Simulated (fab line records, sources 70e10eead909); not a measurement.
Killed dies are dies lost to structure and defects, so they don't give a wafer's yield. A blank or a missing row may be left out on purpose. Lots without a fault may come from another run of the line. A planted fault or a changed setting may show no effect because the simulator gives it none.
Chamber matching | flow nand_harc | NHARC_THIN_TSV_DEP_47 on pecvd-02: 3 sister chambers
The step deposits SiO2, target thk 200 nm. 16 wafers are shown with their chamber, then 8 later ones without.

WAFERS WITH THEIR CHAMBER
wafer  | chamber | throttle_valve_pct (%)
L761.1 | 1       | 16.0
L761.5 | 0       | 15.2
L761.6 | 2       | 16.0
L759.1 | 2       | 16.2
L759.2 | 1       | 15.8
L759.5 | 0       | 15.4
L760.1 | 1       | 15.9
L760.2 | 2       | 16.0
L760.4 | 0       | 15.3
L764.1 | 2       | 16.3
L764.4 | 1       | 15.9
L764.6 | 2       | 15.9
L766.2 | 2       | 16.0
L766.3 | 1       | 15.9
L766.4 | 2       | 16.0
L765.1 | 1       | 15.8

SIGNATURES (means of the wafers above)
reading            | chamber 0 | chamber 1 | chamber 2 | scatter within a chamber
throttle_valve_pct | 15.300    | 15.883    | 16.057    | 0.113
Rule: a wafer's distance from a chamber is the root of the sum, over the readings, of the square of ((its reading less the chamber's mean) divided by the reading's scatter). The wafer belongs to the nearest chamber; if the next one is less than 2 further off, it can't be placed. The scatter: the root of (the sum of the squares of (reading less its chamber's mean) over the shown wafers, divided by (wafers less chambers)).

WAFERS WITHOUT THEIR CHAMBER
wafer  | throttle_valve_pct (%)
L765.5 | 15.9
L765.6 | 16.1
L773.3 | 15.5
L773.5 | 16.3
L773.6 | 15.6
L779.3 | 16.1
L779.4 | 15.7
L779.5 | 15.5

WHICH CHAMBER EACH WENT THROUGH
wafer  | from the rows above          | in truth
L765.5 | can't be placed: 1 or 2      | 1
L765.6 | can't be placed: 2 or 1      | 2
L773.3 | can't be placed: 0 or 1      | 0
L773.5 | can't be placed: 2 or 1      | 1
L773.6 | can't be placed: 1 or 0 or 2 | 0
L779.3 | can't be placed: 2 or 1      | 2
L779.4 | can't be placed: 1 or 2 or 0 | 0
L779.5 | can't be placed: 0 or 1      | 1
Placed correctly: 0 of 8. Can't be placed from these rows: 8 (the true chamber is among the candidates in 8). Placed wrongly: 0.
